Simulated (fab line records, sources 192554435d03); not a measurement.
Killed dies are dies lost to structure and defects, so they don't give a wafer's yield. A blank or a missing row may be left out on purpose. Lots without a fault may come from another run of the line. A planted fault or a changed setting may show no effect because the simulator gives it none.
Chamber matching | flow n5_finfet | N5_GATE_CUT_SAC_CAP_01 on ald_sin-01: 4 sister chambers
The step material SiNx, target thk 24 nm, pulse time 1 s, ald cycles 480. 14 wafers are shown with their chamber, then 7 later ones without.

WAFERS WITH THEIR CHAMBER
wafer  | chamber | heater_power_w (W) | precursor_pulse_height_rel
L077.2 | 1       | 925                | 0.995
L077.3 | 3       | 761                | 1.008
L077.6 | 0       | 782                | 1.004
L078.2 | 3       | 756                | 0.982
L078.5 | 2       | 783                | 0.990
L078.6 | 1       | 910                | 1.030
L080.1 | 3       | 789                | 0.992
L080.2 | 1       | 910                | 0.973
L080.6 | 3       | 797                | 0.985
L085.1 | 2       | 801                | 0.997
L085.2 | 1       | 915                | 0.994
L085.6 | 0       | 773                | 0.984
L087.1 | 1       | 927                | 0.999
L087.2 | 3       | 771                | 1.022

SIGNATURES (means of the wafers above)
reading                    | chamber 0 | chamber 1 | chamber 2 | chamber 3 | scatter within a chamber
heater_power_w             | 777.50    | 917.40    | 792.00    | 774.80    | 13.1
precursor_pulse_height_rel | 0.99400   | 0.99820   | 0.99350   | 0.99780   | 0.0174
Rule: a wafer's distance from a chamber is the root of the sum, over the readings, of the square of ((its reading less the chamber's mean) divided by the reading's scatter). The wafer belongs to the nearest chamber; if the next one is less than 2 further off, it can't be placed. The scatter: the root of (the sum of the squares of (reading less its chamber's mean) over the shown wafers, divided by (wafers less chambers)).

WAFERS WITHOUT THEIR CHAMBER
wafer  | heater_power_w (W) | precursor_pulse_height_rel
L087.3 | 748                | 0.967
L087.4 | 820                | 1.000
L087.5 | 898                | 0.990
L087.6 | 777                | 0.974
L092.1 | 771                | 1.016
L092.3 | 799                | 1.045
L092.5 | 898                | 1.015

WHICH CHAMBER EACH WENT THROUGH
wafer  | from the rows above          | in truth
L087.3 | can't be placed: 3 or 0 or 2 | 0
L087.4 | can't be placed: 2 or 0 or 3 | 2
L087.5 | 1                            | 1
L087.6 | can't be placed: 0 or 3 or 2 | 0
L092.1 | can't be placed: 3 or 0 or 2 | 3
L092.3 | can't be placed: 2 or 3 or 0 | 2
L092.5 | 1                            | 1
Placed correctly: 2 of 7. Can't be placed from these rows: 5 (the true chamber is among the candidates in 5). Placed wrongly: 0.
